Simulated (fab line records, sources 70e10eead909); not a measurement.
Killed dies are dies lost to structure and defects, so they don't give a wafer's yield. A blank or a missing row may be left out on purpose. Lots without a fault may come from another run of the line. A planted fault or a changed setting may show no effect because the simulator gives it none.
Chamber matching | flow nand_harc | NHARC_A_WL_FILL_ALD_10 on ald_hk-03: 4 sister chambers
The step deposits SiO2, target thk 50 nm, pulse time 10 s, ald cycles 500. 22 wafers are shown with their chamber, then 11 later ones without.

WAFERS WITH THEIR CHAMBER
wafer  | chamber | heater_power_w (W) | precursor_pulse_height_rel
L076.1 | 3       | 444                | 1.007
L076.3 | 0       | 487                | 1.006
L076.6 | 3       | 432                | 1.007
L077.3 | 3       | 433                | 1.019
L077.6 | 1       | 517                | 0.982
L077.5 | 2       | 364                | 0.985
L082.3 | 0       | 487                | 1.015
L082.5 | 0       | 500                | 0.975
L082.6 | 1       | 523                | 0.984
L081.4 | 2       | 353                | 1.018
L081.5 | 0       | 483                | 1.018
L081.6 | 3       | 437                | 1.001
L087.1 | 1       | 511                | 1.033
L087.3 | 0       | 492                | 0.964
L087.5 | 1       | 518                | 0.997
L089.2 | 1       | 511                | 1.004
L089.1 | 0       | 491                | 1.017
L089.5 | 1       | 510                | 0.966
L090.1 | 3       | 444                | 0.995
L090.3 | 2       | 366                | 1.033
L090.6 | 0       | 486                | 0.982
L094.1 | 1       | 527                | 0.972

SIGNATURES (means of the wafers above)
reading                    | chamber 0 | chamber 1 | chamber 2 | chamber 3 | scatter within a chamber
heater_power_w             | 489.43    | 516.71    | 361.00    | 438.00    | 6.12
precursor_pulse_height_rel | 0.99671   | 0.99114   | 1.01200   | 1.00580   | 0.0206
Rule: a wafer's distance from a chamber is the root of the sum, over the readings, of the square of ((its reading less the chamber's mean) divided by the reading's scatter). The wafer belongs to the nearest chamber; if the next one is less than 2 further off, it can't be placed. The scatter: the root of (the sum of the squares of (reading less its chamber's mean) over the shown wafers, divided by (wafers less chambers)).

WAFERS WITHOUT THEIR CHAMBER
wafer  | heater_power_w (W) | precursor_pulse_height_rel
L094.4 | 437                | 1.033
L094.6 | 524                | 0.973
L095.1 | 430                | 0.979
L095.2 | 484                | 0.977
L095.4 | 357                | 1.006
L093.4 | 516                | 0.988
L093.5 | 496                | 1.005
L093.6 | 500                | 0.991
L097.1 | 442                | 1.018
L097.2 | 499                | 1.008
L097.6 | 449                | 0.994

WHICH CHAMBER EACH WENT THROUGH
wafer  | from the rows above     | in truth
L094.4 | 3                       | 3
L094.6 | 1                       | 1
L095.1 | 3                       | 3
L095.2 | 0                       | 0
L095.4 | 2                       | 2
L093.4 | 1                       | 1
L093.5 | 0                       | 0
L093.6 | can't be placed: 0 or 1 | 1
L097.1 | 3                       | 3
L097.2 | can't be placed: 0 or 1 | 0
L097.6 | 3                       | 3
Placed correctly: 9 of 11. Can't be placed from these rows: 2 (the true chamber is among the candidates in 2). Placed wrongly: 0.
